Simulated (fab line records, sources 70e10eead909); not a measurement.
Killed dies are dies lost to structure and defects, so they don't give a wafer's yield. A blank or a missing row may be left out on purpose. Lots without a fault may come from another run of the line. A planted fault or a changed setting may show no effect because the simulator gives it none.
Chamber matching | flow nand_harc | NHARC_P_M2_ETCH_35 on rie_diel-05: 4 sister chambers
The step etches the open film in N2/H2, target depth 40 nm, overetch 12 nm, time 43.94 s. 4 wafers are shown with their chamber, then 9 later ones without.

WAFERS WITH THEIR CHAMBER
wafer  | chamber | showerhead_plenum_p_Torr (Torr)
L087.4 | 2       | 1.98
L090.2 | 1       | 1.91
L090.3 | 0       | 2.06
L090.5 | 3       | 2.04

WAFERS WITHOUT THEIR CHAMBER
wafer  | showerhead_plenum_p_Torr (Torr)
L092.2 | 2.06
L092.3 | 1.97
L092.5 | 2.04
L095.1 | 1.97
L095.3 | 1.91
L095.6 | 2.06
L097.1 | 1.91
L097.2 | 2.04
L097.4 | 1.97

WHICH CHAMBER EACH WENT THROUGH
wafer  | from the rows above | in truth
L092.2 | 0                   | 0
L092.3 | 2                   | 2
L092.5 | 3                   | 3
L095.1 | 2                   | 2
L095.3 | 1                   | 1
L095.6 | 0                   | 0
L097.1 | 1                   | 1
L097.2 | 3                   | 3
L097.4 | 2                   | 2
Placed correctly: 9 of 9. Can't be placed from these rows: 0. Placed wrongly: 0.
How it was worked out, from the rows above alone: a wafer's distance from a chamber is the root of the sum, over the readings, of the square of ((its reading less the chamber's mean) divided by the reading's scatter). The wafer belongs to the nearest chamber; if the next one is less than 2 further off, it can't be placed. A chamber's mean is the mean of its shown wafers. The scatter: with one shown wafer a chamber, the root of the mean of the squares of how far each hidden wafer lies from its nearest shown one.
